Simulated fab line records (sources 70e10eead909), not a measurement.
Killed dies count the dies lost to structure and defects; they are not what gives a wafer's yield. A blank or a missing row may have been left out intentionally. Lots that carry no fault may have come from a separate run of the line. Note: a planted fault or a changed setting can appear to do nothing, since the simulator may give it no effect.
fab line records	flow nand_harc
record: lots: 12	wafers: 36	last_day: 33
route steps=1302 shown A_CHANNEL_FILL_D1@501 A_DECK1_JOINT@518 END@1302
lots that met no fault: taken from a fault-free run of the same line
start_h: hours from the record's opening day to when the first of the lot's shown wafers began	wait_h: hours since the lot's step before	" identical to the entry in the row above	L1.1+2: one row covering several wafers at once	- value missing, or start not given	* or withheld: withheld	< > ~ a bound
route shown NAME@n: names a module that has steps shown in the file, with the first one's number in the route	usual: average and standard deviation across the fault-free wafers	same: alike in all rows	chamber/n: place in a boat	sites: each site's reading	_std_site: the values' standard deviation	_edge_site: mean of outer sites minus mean of inner sites	radius_mm: how far each site lies from the wafer's centre	mask NAME#n: copy n	behind: the last tool/chamber to shape the wafer	hold: reason for holding the lot/hours on hold/outcome of the hold	device: whichever transistor did not switch (one of n, p or np)	end of line: tests run on the same wafers once the route is complete	for a step that has no rows: nothing shown but its recipe	killed: not the wafer's yield, but the dies lost to structure and defects at the first sort	map: shows each die of a wafer: x if killed, . if not, _ if none is there
set.NAME: the setting that was run; set.NAME@STEP: the one run at that earlier step	model.NAME: the simulator's own value behind a step, which no gauge read
the route's steps for a sample of lots (tables are steps, rows are wafers)
services: a tool's chamber out of use, with start hour (start_h, from the record's first day; less than 0 if before it), hours out, and reason
== steps ==
step: NHARC_A_CHANNEL_FILL_D1_STRIP_28
recipe: time_s: 20	o2_flow_sccm: 500	ar_flow_sccm: 0	bias_w: 0	chemistry: O2
usual: drypump_motor_current_A: 5.8/0.46	oes_product_au: 1.000/0.0096	rf_vpp_V: 57.7/0.93	showerhead_plenum_p_Torr: 3.45/0.14	throttle_valve_pct: 17.037/0.0087
lot.wafer	tool	chamber	start_h	wait_h	drypump_motor_current_A	oes_product_au	rf_hours_counter_h	rf_vpp_V	showerhead_plenum_p_Torr	throttle_valve_pct
L750.1	rie_diel-07	0	222.31	0.1	5.9	0.992	6.1	56.8	3.47	17.031
L750.6	"	1	"	"	6.5	1.007	-	57.5	3.40	17.037
L750.5	"	2	"	"	5.6	1.001	-	58.3	3.38	17.038
L752.3	rie_diel-07	2	239.14	0.1	5.6	0.997	7.3	59.1	3.38	17.046
L752.5	"	1	"	"	6.5	1.006	-	59.0	3.40	17.042
L752.6	"	2	"	"	5.6	1.001	-	59.1	3.38	17.048
L753.1	rie_diel-08	3	242.79	0.1	5.4	0.999	2.6	57.4	3.32	17.035
L753.4	"	1	"	"	6.1	1.002	3.8	57.4	3.35	17.039
L753.6	"	2	"	"	5.9	1.015	-	56.8	3.31	17.038
L755.2	rie_diel-07	3	255.22	0.1	5.2	1.006	7.9	57.5	3.77	17.045
L755.1	"	0	"	"	5.9	0.989	7.4	56.1	3.47	17.024
L755.5	"	2	"	"	5.6	1.003	-	58.0	3.37	17.034
L759.2	rie_diel-07	0	304.74	0.1	5.9	0.999	0.1	57.8	3.46	17.035
L759.1	"	1	"	"	6.5	0.987	0.1	58.3	3.40	17.036
L759.5	"	0	"	"	5.9	0.995	-	56.4	3.46	17.040
L761.4	rie_diel-07	2	324.75	0.1	5.6	0.996	1.6	58.3	3.37	17.033
L761.6	"	3	"	"	5.3	0.989	-	58.2	3.77	17.039
L761.5	"	0	"	"	5.8	0.998	-	56.9	3.46	17.038
L763.4	rie_diel-07	3	334.58	0.1	5.2	0.991	2.0	58.3	3.77	17.053
L763.3	"	0	"	"	5.8	0.995	1.8	58.1	3.46	17.033
L763.5	"	2	"	"	5.6	0.999	-	57.8	3.37	17.031
L764.4	rie_diel-07	1	362.52	0.1	6.5	0.997	2.7	55.7	3.40	17.039
L764.2	"	3	"	"	5.3	0.996	3.1	56.6	3.76	17.032
L764.5	"	1	"	"	6.5	0.984	-	55.4	3.40	17.038
L765.1	rie_diel-08	3	362.53	0.1	5.4	0.996	8.0	58.3	3.32	17.042
L765.4	"	0	"	"	6.0	0.999	7.0	56.6	3.29	17.052
L765.6	"	2	"	"	5.9	1.006	-	57.5	3.31	17.038
L766.3	rie_diel-01	0	376.82	0.1	5.8	1.005	9.7	59.4	3.41	17.012
L766.6	"	2	"	"	4.9	1.006	-	57.7	3.43	17.044
L766.5	"	3	"	"	6.3	1.020	-	56.2	3.70	17.029
L769.2	rie_diel-07	3	405.57	0.1	5.3	1.004	5.6	59.1	3.76	17.050
L769.1	"	0	"	"	5.8	1.000	5.4	58.5	3.46	17.026
L769.3	"	2	"	"	5.6	0.990	5.6	57.3	3.37	17.044
L773.4	rie_diel-07	2	443.66	0.1	5.6	1.005	6.9	57.0	3.37	17.031
L773.5	"	2	"	"	5.6	0.998	-	58.4	3.37	17.032
L773.6	"	3	"	"	5.3	0.999	-	59.6	3.76	17.036
step: NHARC_A_CHANNEL_FILL_D1_STRIP_29
recipe: time_s: 20	o2_flow_sccm: 500	ar_flow_sccm: 0	bias_w: 0	chemistry: O2
usual: drypump_motor_current_A: 5.8/0.46	oes_product_au: 0.999/0.011	rf_vpp_V: 57.6/0.89	showerhead_plenum_p_Torr: 3.44/0.14	throttle_valve_pct: 17.038/0.009
lot.wafer	tool	chamber	start_h	wait_h	drypump_motor_current_A	oes_product_au	rf_hours_counter_h	rf_vpp_V	showerhead_plenum_p_Torr	throttle_valve_pct
L750.1	rie_diel-01	2	-	-	4.9	0.999	1.9	59.1	3.43	17.028
L750.5	"	3	"	"	6.2	1.006	-	57.2	3.71	17.027
L750.6	"	0	"	"	5.8	1.012	-	58.5	3.41	17.046
L752.3	rie_diel-07	0	-	-	5.9	0.985	7.5	59.3	3.46	17.044
L752.6	"	0	"	"	5.8	0.994	-	56.3	3.47	17.043
L752.5	"	1	"	"	6.5	1.002	-	59.3	3.40	17.034
L753.1	rie_diel-01	3	-	-	6.2	1.014	2.0	57.6	3.71	17.035
L753.4	"	0	"	"	5.8	1.008	3.0	57.2	3.41	17.018
L753.6	"	3	"	"	6.3	1.017	-	57.1	3.71	17.037
L755.2	rie_diel-07	1	-	-	6.5	0.995	7.9	57.9	3.40	17.036
L755.1	"	3	"	"	5.3	0.989	8.5	58.1	3.77	17.039
L755.5	"	2	"	"	5.6	0.985	-	56.3	3.37	17.027
L759.2	rie_diel-08	1	-	-	6.1	1.001	6.3	56.7	3.35	17.027
L759.1	"	0	"	"	6.0	1.001	6.1	58.6	3.29	17.037
L759.5	"	1	"	"	6.1	1.003	-	57.3	3.35	17.031
L761.4	rie_diel-07	3	-	-	5.3	1.011	2.1	58.0	3.77	17.060
L761.5	"	1	"	"	6.5	0.983	-	57.3	3.40	17.036
L761.6	"	2	"	"	5.6	0.980	-	56.8	3.37	17.037
L763.3	rie_diel-07	0	-	-	5.9	1.003	2.5	57.6	3.46	17.046
L763.4	"	2	"	"	5.6	0.989	2.3	58.6	3.37	17.029
L763.5	"	0	"	"	5.8	0.998	-	58.1	3.46	17.034
L765.4	rie_diel-08	1	-	-	6.1	0.996	0.1	57.3	3.35	17.043
L765.1	"	2	"	"	5.9	0.982	0.1	56.5	3.31	17.053
L765.6	"	0	"	"	5.9	1.012	-	58.5	3.29	17.027
L764.2	rie_diel-01	0	379.87	0.1	5.8	1.004	9.8	55.5	3.41	17.017
L764.4	"	2	"	"	4.9	1.009	-	59.4	3.43	17.053
L764.5	"	3	"	"	6.2	1.020	-	58.9	3.70	17.044
L766.3	rie_diel-07	0	-	-	5.9	1.005	5.0	57.1	3.46	17.037
L766.6	"	2	"	"	5.6	0.999	-	56.7	3.37	17.030
L766.5	"	3	"	"	5.3	1.018	-	58.0	3.76	17.047
L769.3	rie_diel-01	1	425.00	0.1	6.5	1.007	2.2	58.5	3.44	17.043
L769.2	"	2	"	"	4.8	1.014	2.0	57.2	3.43	17.022
L769.1	"	0	"	"	5.8	0.994	2.3	56.8	3.41	17.054
L773.4	rie_diel-01	0	-	-	5.8	1.000	5.7	58.2	3.41	17.044
L773.6	"	1	"	"	6.5	1.004	-	56.6	3.44	17.036
L773.5	"	2	"	"	4.9	1.024	-	58.5	3.42	17.051
step: NHARC_A_DECK1_JOINT_ETCHBACK_07
recipe: target_depth_a: 1050	time_s: 26.9	hbr_flow_sccm: 150	rf_w: 350	icp_w: 350	bias_w: 60	chemistry: HBr
usual: drypump_motor_current_A: 5.7/0.38	oes_product_au: 1.004/0.011	throttle_valve_pct: 23.267/0.009
lot.wafer	tool	chamber	start_h	wait_h	drypump_motor_current_A	oes_product_au	rf_hours_counter_h	throttle_valve_pct
L750.1	rie_si-06	0	248.37	0.1	5.9	0.997	1.0	23.257
L750.6	"	1	"	"	5.9	0.982	-	23.268
L750.5	"	2	"	"	5.7	1.019	-	23.261
L753.4	rie_si-06	2	266.79	0.1	5.7	1.001	0.1	23.271
L753.1	"	0	"	"	5.9	1.017	0.1	23.267
L753.6	"	2	"	"	5.7	1.003	-	23.272
L752.3	rie_si-04	0	266.81	0.1	6.3	1.004	0.5	23.269
L752.6	"	1	"	"	5.5	0.997	-	23.249
L752.5	"	2	"	"	5.5	1.009	-	23.265
L755.2	rie_si-01	2	280.11	0.1	5.5	0.999	0.5	23.276
L755.1	"	3	"	"	5.0	1.012	0.4	23.262
L755.5	"	1	"	"	5.0	0.996	-	23.273
L759.2	rie_si-06	2	328.63	0.1	5.7	1.000	0.6	23.267
L759.1	"	3	"	"	5.9	1.011	0.5	23.269
L759.5	"	0	"	"	5.9	1.026	-	23.262
L761.4	rie_si-01	3	348.43	0.1	5.0	1.010	0.8	23.249
L761.6	"	1	"	"	5.0	0.995	-	23.284
L761.5	"	2	"	"	5.5	0.999	-	23.273
L763.4	rie_si-06	0	358.54	0.1	5.9	1.016	0.7	23.272
L763.3	"	2	"	"	5.7	0.996	0.8	23.246
L763.5	"	1	"	"	5.9	0.990	-	23.251
L764.2	rie_si-06	3	386.07	0.1	5.8	1.012	0.9	23.261
L764.4	"	2	"	"	5.7	0.997	0.9	23.257
L764.5	"	0	"	"	5.9	1.010	-	23.277
L765.4	rie_si-01	3	386.08	0.1	5.0	1.006	0.0	23.276
L765.1	"	0	"	"	6.5	1.014	0.1	23.270
L765.6	"	2	"	"	5.5	0.990	-	23.274
L766.3	rie_si-01	2	400.36	0.1	5.4	0.990	0.1	23.270
L766.6	"	1	"	"	5.0	0.994	-	23.268
L766.5	"	2	"	"	5.4	0.983	-	23.258
L769.3	rie_si-04	2	431.26	0.1	5.5	1.009	0.7	23.274
L769.2	"	0	"	"	6.3	1.003	0.3	23.267
L769.1	"	1	"	"	5.5	1.004	0.7	23.274
L773.4	rie_si-04	0	467.41	0.1	6.3	1.022	0.6	23.288
L773.5	"	3	"	"	6.0	1.008	-	23.287
L773.6	"	0	"	"	6.3	1.016	-	23.255
step: NHARC_A_DECK1_JOINT_DEP_16
recipe: target_thk_a: 450	temp_c: 400	pressure_torr: 6.5	rf_w: 900	teos_flow_sccm: 161.4	flow_sccm: 2650	target_thk_nm: 45	gas: O2	material: SiO2
usual: heater_power_w: 507/89	rf_fwd_power_W: 896.8/2.9	throttle_valve_pct: 15.7/0.48
lot.wafer	tool	chamber	start_h	wait_h	heater_power_w	rf_fwd_power_W	throttle_valve_pct
L750.1	pecvd-01	1	280.65	0.1	470	895.0	16.2
L750.5	"	1	"	"	454	894.2	16.3
L750.6	"	2	"	"	534	898.2	17.1
L752.3	pecvd-02	2	305.67	0.1	492	898.9	15.4
L752.6	"	2	"	"	501	896.5	15.4
L752.5	"	0	"	"	478	894.6	16.0
L753.1	pecvd-04	2	305.73	0.1	385	893.3	15.1
L753.4	"	1	"	"	450	898.4	15.8
L753.6	"	2	"	"	382	897.9	15.1
L755.2	pecvd-02	2	318.66	0.1	463	898.5	15.1
L755.1	"	0	"	"	397	894.8	16.0
L755.5	"	1	"	"	526	891.6	15.3
L759.2	pecvd-01	0	367.57	0.1	625	897.8	15.1
L759.1	"	1	"	"	413	898.6	15.5
L759.5	"	1	"	"	401	901.1	15.2
L761.4	pecvd-02	0	389.60	0.2	359	895.9	16.0
L761.6	"	1	"	"	583	893.0	15.3
L761.5	"	2	"	"	493	897.8	15.7
L763.3	pecvd-02	1	395.76	0.1	582	898.5	15.3
L763.4	"	0	"	"	382	898.5	15.9
L763.5	"	2	"	"	505	894.3	15.6
L764.2	pecvd-02	0	421.50	0.1	491	789.0	15.7
L764.5	"	0	"	"	500	788.2	15.7
L764.4	"	1	"	"	703	783.1	14.8
L765.1	pecvd-02	2	421.67	0.3	497	791.7	15.0
L765.4	"	1	"	"	636	792.8	15.2
L765.6	"	0	"	"	432	791.1	15.8
L766.3	pecvd-02	0	437.91	0.1	425	790.8	16.0
L766.6	"	0	"	"	436	790.1	15.8
L766.5	"	1	"	"	611	785.9	15.1
L769.1	pecvd-01	1	468.98	0.1	490	897.5	15.6
L769.2	"	2	"	"	515	898.5	16.6
L769.3	"	0	"	"	560	890.8	15.5
L773.6	pecvd-04	0	504.42	0.2	576	900.8	16.0
L773.5	"	1	"	"	468	902.6	15.8
L773.4	"	2	"	"	489	896.4	15.3
step: NHARC_END_SORT_01
recipe: temp_c: 25
usual: killed_at_array: 50/20	killed_at_other: 1.2/1.5	killed_at_periphery: 3.6/2.6	killed_dies: 55/20	killed_open: 3.4/2	killed_short: 2.7/1.6
same: gross_dies: 677
lot.wafer	tool	chamber	start_h	wait_h	killed_at_array	killed_at_other	killed_at_periphery	killed_dies	killed_open	killed_short
L750.1	prober-02	0	574.21	2.5	8	2	5	15	5	2
L750.5	prober-02	0	577.39	3.7	15	2	0	17	3	3
L750.6	prober-02	0	578.19	4.0	10	3	4	17	4	2
L753.1	prober-01	0	587.64	2.5	57	0	2	59	3	4
L753.4	prober-01	0	590.03	3.4	53	0	4	57	7	3
L753.6	prober-01	0	591.62	4.0	60	1	2	63	7	4
L755.1	prober-01	0	595.56	2.5	63	0	1	64	2	4
L755.2	prober-01	0	596.35	2.8	65	0	1	66	1	0
L755.5	prober-01	0	598.71	3.6	61	1	2	64	1	2
L752.3	prober-02	0	597.23	3.1	53	0	5	58	3	1
L752.5	prober-02	0	598.82	3.7	66	1	4	71	1	5
L752.6	prober-02	0	599.61	4.0	57	0	6	63	4	0
L759.1	prober-01	0	652.97	2.5	38	1	4	43	3	0
L759.2	prober-01	0	653.77	2.8	16	3	6	25	0	2
L759.5	prober-01	0	656.17	3.7	32	7	2	41	2	2
L763.3	prober-02	0	673.84	3.1	77	1	3	81	2	4
L763.4	prober-02	0	674.63	3.4	70	4	3	77	4	2
L763.5	prober-02	0	675.43	3.7	95	2	1	98	5	3
L761.4	prober-02	0	682.43	3.4	39	0	2	41	3	3
L761.5	prober-02	0	683.22	3.7	24	2	3	29	3	2
L761.6	prober-02	0	684.01	3.9	59	3	3	65	6	4
L765.1	prober-01	0	697.48	2.5	53	3	5	61	2	2
L765.4	prober-01	0	699.89	3.4	62	1	6	69	2	1
L765.6	prober-01	0	701.50	4.0	28	0	3	31	3	2
L764.2	prober-02	0	712.63	2.8	45	0	7	52	0	3
L764.4	prober-02	0	714.22	3.4	46	0	14	60	6	2
L764.5	prober-02	0	715.01	3.7	44	1	8	53	1	2
L766.3	prober-02	0	733.33	3.1	86	1	8	95	9	5
L766.5	prober-02	0	734.95	3.7	81	0	7	88	2	1
L766.6	prober-02	0	735.76	4.1	51	0	1	52	1	1
L769.1	prober-01	0	745.03	2.5	52	1	0	53	2	3
L769.2	prober-01	0	745.83	2.8	68	2	6	76	6	4
L769.3	prober-01	0	746.63	3.1	57	0	0	57	2	2
L773.4	prober-02	0	783.12	3.4	26	1	1	28	0	2
L773.5	prober-02	0	783.92	3.7	67	6	6	79	8	1
L773.6	prober-02	0	784.71	4.0	55	0	4	59	6	5
killed by level:class
L750.1 P_CONTACT:geometric_particle:open=3 A_CONTACT:chamber_film_flake=2 THIN_TSV:chamber_film_flake=2 P_M2:geometric_particle:short=1 A_ONON_D2:geometric_particle:short=1 A_CONTACT:geometric_particle:open=1 A_M0:geometric_particle:open=1 P_CONTACT:chamber_film_flake=1
L750.5 A_CHANNEL_HOLE_D2:chamber_film_flake=4 A_ONON_D1:geometric_particle:short=2 A_CHANNEL_HOLE_D1:chamber_film_flake=2 THIN_TSV:chamber_film_flake=2 A_DECK1_JOINT:geometric_particle:open=1 A_ONON_D2:geometric_particle:open=1 A_ONON_D2:geometric_particle:short=1 A_WL_FILL:geometric_particle:open=1
L750.6 A_CHANNEL_HOLE_D2:chamber_film_flake=2 A_CONTACT:chamber_film_flake=2 THIN_TSV:chamber_film_flake=2 P_M1:geometric_particle:open=1 A_ONON_D1:geometric_particle:open=1 A_CHANNEL_FILL_D1:geometric_particle:open=1 A_SGD_CUT:geometric_particle:short=1 A_BLC:geometric_particle:open=1
L753.1 A_CHANNEL_HOLE_D1:chamber_film_flake=37 A_CHANNEL_HOLE_D2:chamber_film_flake=8 A_CHANNEL_FILL_D2:chamber_film_flake=3 A_CONTACT:chamber_film_flake=2 P_M2:geometric_particle:short=1 P_M2:geometric_particle:open=1 A_ONON_D1:geometric_particle:short=1 A_CHANNEL_HOLE_D2:geometric_particle:short=1
L753.4 A_CHANNEL_HOLE_D1:chamber_film_flake=32 A_CHANNEL_HOLE_D2:chamber_film_flake=4 A_STAIRCASE:chamber_film_flake=3 A_CONTACT:chamber_film_flake=3 A_DECK1_JOINT:geometric_particle:short=2 A_M1:geometric_particle:open=2 A_DECK1_JOINT:chamber_film_flake=2 P_M0:geometric_particle:open=1
L753.6 A_CHANNEL_HOLE_D1:chamber_film_flake=33 A_CHANNEL_HOLE_D2:chamber_film_flake=8 A_CONTACT:chamber_film_flake=5 A_STAIRCASE:chamber_film_flake=3 A_M0:geometric_particle:open=2 A_DECK1_JOINT:geometric_particle:open=2 P_CONTACT:geometric_particle:open=1 A_SOURCE_PLATE:geometric_particle:open=1
L755.1 A_CHANNEL_HOLE_D2:chamber_film_flake=31 A_STAIRCASE:chamber_film_flake=11 A_SLIT:chamber_film_flake=9 A_CHANNEL_HOLE_D1:chamber_film_flake=3 A_CHANNEL_FILL_D1:geometric_particle:short=2 A_SGD_CUT:chamber_film_flake=2 P_CONTACT:geometric_particle:open=1 A_SGD_CUT:geometric_particle:open=1
L755.2 A_CHANNEL_HOLE_D2:chamber_film_flake=26 A_SLIT:chamber_film_flake=24 A_STAIRCASE:chamber_film_flake=7 A_ZERO_WELL:chamber_film_flake=3 A_DECK1_JOINT:chamber_film_flake=2 A_SGD_CUT:geometric_particle:open=1 P_GATE:chamber_film_flake=1 A_CHANNEL_HOLE_D1:chamber_film_flake=1
L752.3 A_CHANNEL_HOLE_D2:chamber_film_flake=33 A_SLIT:chamber_film_flake=6 P_BONDPAD:chamber_film_flake=3 A_STAIRCASE:chamber_film_flake=3 A_CONTACT:chamber_film_flake=3 A_CHANNEL_FILL_D1:geometric_particle:open=2 A_DECK1_JOINT:chamber_film_flake=2 P_CONTACT:geometric_particle:open=1
L755.5 A_CHANNEL_HOLE_D2:chamber_film_flake=34 A_STAIRCASE:chamber_film_flake=10 A_SLIT:chamber_film_flake=5 A_DECK1_JOINT:chamber_film_flake=4 A_CHANNEL_HOLE_D1:chamber_film_flake=2 A_SGD_CUT:chamber_film_flake=2 A_CONTACT:chamber_film_flake=2 P_CONTACT:geometric_particle:short=1
L752.5 A_CHANNEL_HOLE_D2:chamber_film_flake=31 A_SLIT:chamber_film_flake=22 A_M0:chamber_film_flake=5 P_BONDPAD:chamber_film_flake=3 A_STAIRCASE:chamber_film_flake=2 P_CONTACT:geometric_particle:short=1 A_ONON_D1:geometric_particle:short=1 A_CHANNEL_HOLE_D1:geometric_particle:short=1
L752.6 A_CHANNEL_HOLE_D2:chamber_film_flake=38 A_SLIT:chamber_film_flake=8 A_CHANNEL_HOLE_D1:chamber_film_flake=4 A_M0:chamber_film_flake=3 P_GATE:chamber_film_flake=2 P_BONDPAD:chamber_film_flake=2 A_STAIRCASE:chamber_film_flake=2 P_M0:geometric_particle:open=1
L759.1 A_CHANNEL_HOLE_D2:chamber_film_flake=13 A_CONTACT:chamber_film_flake=7 A_CHANNEL_FILL_D2:chamber_film_flake=4 A_CHANNEL_HOLE_D1:chamber_film_flake=3 A_CHANNEL_FILL_D1:chamber_film_flake=3 A_STAIRCASE:chamber_film_flake=3 A_BLC:geometric_particle:open=2 P_ZERO_WELL:chamber_film_flake=2
L759.2 A_CHANNEL_HOLE_D2:chamber_film_flake=4 A_CONTACT:chamber_film_flake=4 A_STAIRCASE:chamber_film_flake=3 THIN_TSV:chamber_film_flake=3 P_ZERO_WELL:chamber_film_flake=2 P_M1:chamber_film_flake=2 A_CHANNEL_FILL_D1:chamber_film_flake=2 P_M2:geometric_particle:short=1
L759.5 A_CONTACT:chamber_film_flake=10 A_CHANNEL_HOLE_D1:chamber_film_flake=8 THIN_TSV:chamber_film_flake=7 A_CHANNEL_HOLE_D2:chamber_film_flake=5 A_DECK1_JOINT:geometric_particle:short=1 A_WL_FILL:geometric_particle:short=1 A_M0:geometric_particle:open=1 A_M1:geometric_particle:open=1
L763.3 A_CHANNEL_HOLE_D1:chamber_film_flake=29 A_SLIT:chamber_film_flake=28 A_CONTACT:chamber_film_flake=5 A_DECK1_JOINT:chamber_film_flake=4 A_DECK1_JOINT:geometric_particle:short=2 A_STAIRCASE:chamber_film_flake=2 A_M1:chamber_film_flake=2 P_M0:geometric_particle:open=1
L763.4 A_CHANNEL_HOLE_D1:chamber_film_flake=39 A_SLIT:chamber_film_flake=9 A_CONTACT:chamber_film_flake=6 THIN_TSV:chamber_film_flake=4 A_STAIRCASE:chamber_film_flake=3 A_WL_FILL:chamber_film_flake=3 A_M1:chamber_film_flake=3 P_CONTACT:geometric_particle:open=2
L763.5 A_SLIT:chamber_film_flake=32 A_CHANNEL_HOLE_D1:chamber_film_flake=30 A_M1:chamber_film_flake=6 A_ZERO_WELL:chamber_film_flake=5 A_CONTACT:chamber_film_flake=5 A_ONON_D1:geometric_particle:open=3 A_WL_FILL:chamber_film_flake=3 A_CHANNEL_FILL_D1:chamber_film_flake=2
L761.4 A_CHANNEL_HOLE_D2:chamber_film_flake=14 A_SLIT:chamber_film_flake=10 A_CONTACT:chamber_film_flake=6 A_CHANNEL_HOLE_D1:chamber_film_flake=2 P_M0:geometric_particle:open=1 A_CHANNEL_HOLE_D1:geometric_particle:short=1 A_CHANNEL_FILL_D1:geometric_particle:open=1 A_ONON_D2:geometric_particle:open=1
L761.5 A_SLIT:chamber_film_flake=8 A_CONTACT:chamber_film_flake=7 A_CHANNEL_HOLE_D1:chamber_film_flake=2 A_CHANNEL_HOLE_D2:chamber_film_flake=2 P_M2:geometric_particle:short=1 A_SOURCE_PLATE:geometric_particle:open=1 A_CHANNEL_FILL_D1:geometric_particle:open=1 A_CHANNEL_FILL_D2:geometric_particle:short=1
L761.6 A_SLIT:chamber_film_flake=27 A_CHANNEL_HOLE_D2:chamber_film_flake=11 A_CONTACT:chamber_film_flake=9 A_CHANNEL_HOLE_D1:chamber_film_flake=3 THIN_TSV:chamber_film_flake=3 P_M0:geometric_particle:open=2 A_CHANNEL_FILL_D1:geometric_particle:short=2 A_ONON_D1:geometric_particle:open=1
L765.1 A_SLIT:chamber_film_flake=27 A_CHANNEL_HOLE_D2:chamber_film_flake=14 A_CHANNEL_HOLE_D1:chamber_film_flake=3 A_CONTACT:chamber_film_flake=3 P_GATE:chamber_film_flake=2 P_BONDPAD:chamber_film_flake=2 A_DECK1_JOINT:chamber_film_flake=2 THIN_TSV:chamber_film_flake=2
L765.4 A_SLIT:chamber_film_flake=40 A_CHANNEL_HOLE_D2:chamber_film_flake=5 A_CONTACT:chamber_film_flake=5 A_CHANNEL_FILL_D1:chamber_film_flake=4 A_CHANNEL_HOLE_D1:chamber_film_flake=3 P_BONDPAD:chamber_film_flake=2 P_STI:geometric_particle:short=1 P_M1:geometric_particle:open=1
L765.6 A_CONTACT:chamber_film_flake=10 A_SLIT:chamber_film_flake=7 P_GATE:chamber_film_flake=2 A_CHANNEL_HOLE_D2:chamber_film_flake=2 A_CHANNEL_HOLE_D1:geometric_particle:open=1 A_CHANNEL_FILL_D1:geometric_particle:short=1 A_ONON_D2:geometric_particle:open=1 A_WL_FILL:geometric_particle:short=1
L764.2 A_CHANNEL_HOLE_D1:chamber_film_flake=30 A_SLIT:chamber_film_flake=9 P_GATE:chamber_film_flake=4 A_DECK1_JOINT:geometric_particle:short=2 P_BONDPAD:chamber_film_flake=2 A_STAIRCASE:chamber_film_flake=2 A_CHANNEL_FILL_D1:geometric_particle:short=1 P_M0:chamber_film_flake=1
L764.4 A_CHANNEL_HOLE_D1:chamber_film_flake=36 P_BONDPAD:chamber_film_flake=5 P_M0:chamber_film_flake=4 P_GATE:chamber_film_flake=2 A_SLIT:chamber_film_flake=2 P_GATE:geometric_particle:open=1 P_M1:geometric_particle:open=1 P_M2:geometric_particle:open=1
L764.5 A_CHANNEL_HOLE_D1:chamber_film_flake=34 P_M0:chamber_film_flake=4 P_GATE:chamber_film_flake=3 A_STAIRCASE:chamber_film_flake=3 A_SLIT:chamber_film_flake=3 A_DECK1_JOINT:geometric_particle:short=2 A_ONON_D2:geometric_particle:open=1 P_BONDPAD:chamber_film_flake=1
L766.3 A_CHANNEL_HOLE_D1:chamber_film_flake=30 A_SLIT:chamber_film_flake=26 A_CHANNEL_HOLE_D2:chamber_film_flake=17 A_BLC:geometric_particle:open=3 P_GATE:chamber_film_flake=2 A_CONTACT:chamber_film_flake=2 P_GATE:geometric_particle:open=1 P_CONTACT:geometric_particle:open=1
L766.5 A_CHANNEL_HOLE_D1:chamber_film_flake=29 A_CHANNEL_HOLE_D2:chamber_film_flake=21 A_SLIT:chamber_film_flake=19 A_CONTACT:chamber_film_flake=6 P_GATE:chamber_film_flake=4 A_STAIRCASE:chamber_film_flake=3 P_STI:chamber_film_flake=2 A_ONON_D2:geometric_particle:open=1
L766.6 A_CHANNEL_HOLE_D1:chamber_film_flake=30 A_SLIT:chamber_film_flake=10 A_CONTACT:chamber_film_flake=5 A_CHANNEL_HOLE_D2:chamber_film_flake=3 A_ONON_D2:geometric_particle:open=1 A_WL_FILL:geometric_particle:short=1 P_GATE:chamber_film_flake=1 A_ZERO_WELL:chamber_film_flake=1
L769.1 A_CHANNEL_HOLE_D2:chamber_film_flake=29 A_SLIT:chamber_film_flake=11 A_STAIRCASE:chamber_film_flake=3 A_CHANNEL_HOLE_D1:chamber_film_flake=2 A_SOURCE_PLATE:geometric_particle:open=1 A_CHANNEL_FILL_D1:geometric_particle:short=1 A_ONON_D2:geometric_particle:open=1 A_ONON_D2:geometric_particle:short=1
L769.2 A_SLIT:chamber_film_flake=34 A_CHANNEL_HOLE_D1:chamber_film_flake=11 A_CHANNEL_HOLE_D2:chamber_film_flake=9 A_STAIRCASE:chamber_film_flake=4 A_CONTACT:chamber_film_flake=2 THIN_TSV:chamber_film_flake=2 P_GATE:geometric_particle:short=1 P_GATE:geometric_particle:open=1
L769.3 A_SLIT:chamber_film_flake=25 A_CHANNEL_HOLE_D2:chamber_film_flake=13 A_CHANNEL_HOLE_D1:chamber_film_flake=9 A_STAIRCASE:chamber_film_flake=3 A_M0:geometric_particle:open=2 A_DECK1_JOINT:geometric_particle:short=1 A_ONON_D2:geometric_particle:short=1 A_CHANNEL_FILL_D2:chamber_film_flake=1
L773.4 A_SLIT:chamber_film_flake=10 A_STAIRCASE:chamber_film_flake=5 A_CONTACT:chamber_film_flake=4 A_CHANNEL_HOLE_D1:chamber_film_flake=2 A_CHANNEL_HOLE_D2:chamber_film_flake=2 A_CHANNEL_FILL_D2:geometric_particle:short=1 A_WL_FILL:geometric_particle:short=1 P_GATE:chamber_film_flake=1
L773.5 A_CHANNEL_HOLE_D2:chamber_film_flake=32 A_SLIT:chamber_film_flake=14 A_STAIRCASE:chamber_film_flake=6 A_CONTACT:chamber_film_flake=6 THIN_TSV:chamber_film_flake=6 P_M0:geometric_particle:open=3 P_STI:chamber_film_flake=2 A_ZERO_WELL:chamber_film_flake=2
L773.6 A_SLIT:chamber_film_flake=25 A_CHANNEL_HOLE_D2:chamber_film_flake=8 A_CONTACT:chamber_film_flake=6 A_STAIRCASE:chamber_film_flake=5 A_CHANNEL_FILL_D2:geometric_particle:open=2 P_GATE:chamber_film_flake=2 A_CHANNEL_HOLE_D1:chamber_film_flake=2 P_CONTACT:geometric_particle:short=1
== services ==
tool	chamber	start_h	hours	kind
rie_diel-01	-	204.04	9.0	pm
rie_diel-01	3	213.61	21.9	repair
pecvd-02	-	227.47	13.0	pm
rie_si-06	-	249.00	9.0	pm
pecvd-02	-	261.23	1.9	repair
rie_diel-07	3	291.53	15.1	repair
rie_diel-07	-	294.24	9.0	pm
rie_diel-01	0	321.96	4.9	repair
rie_diel-01	0	329.86	5.3	repair
pecvd-02	1	349.80	28.0	repair
rie_diel-01	1	353.89	29.6	repair
rie_diel-01	3	356.31	2.8	repair
rie_si-06	0	361.29	4.4	repair
rie_diel-01	0	363.65	11.9	repair
rie_diel-01	-	381.04	9.0	pm
pecvd-02	-	408.47	13.0	pm
rie_diel-01	1	415.76	7.5	repair
rie_diel-01	3	424.62	11.4	repair
rie_si-06	-	426.00	9.0	pm
rie_diel-07	2	446.04	6.1	repair
rie_diel-07	-	446.50	0.3	repair
rie_diel-07	0	452.53	13.6	repair
rie_diel-07	-	471.24	9.0	pm
rie_si-06	0	480.98	7.5	repair
== key ==
first_sign: step: NHARC_A_DECK1_JOINT_DEP_16	reading: rf_fwd_power_W	direction: down	sigmas: 37	usual: *	struck: *
effect none on later readings
met_at NHARC_A_DECK1_JOINT_DEP_16
struck_lots L764,L765,L766
tester_left_out L764,L765,L766
not_acting_at NHARC_A_CHANNEL_FILL_D1_STRIP_28,NHARC_A_CHANNEL_FILL_D1_STRIP_29,NHARC_A_DECK1_JOINT_ETCHBACK_07
fault: kind: process_parameter_drift	tool: pecvd-02	chamber: -	onset_h: 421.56	steps: NHARC_A_DECK1_JOINT_DEP_16	channel: rf_w	offset: *	shape: step	end_h: 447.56	acts_in: *	stated: *
tester_left_out: of these lots the tester's yield and bins aren't shown, on N5 and GAA mostly nor the transistor test; their killed dies are dies lost to structure and defects alone, not to doping, threshold or leakage, so they don't give the yield
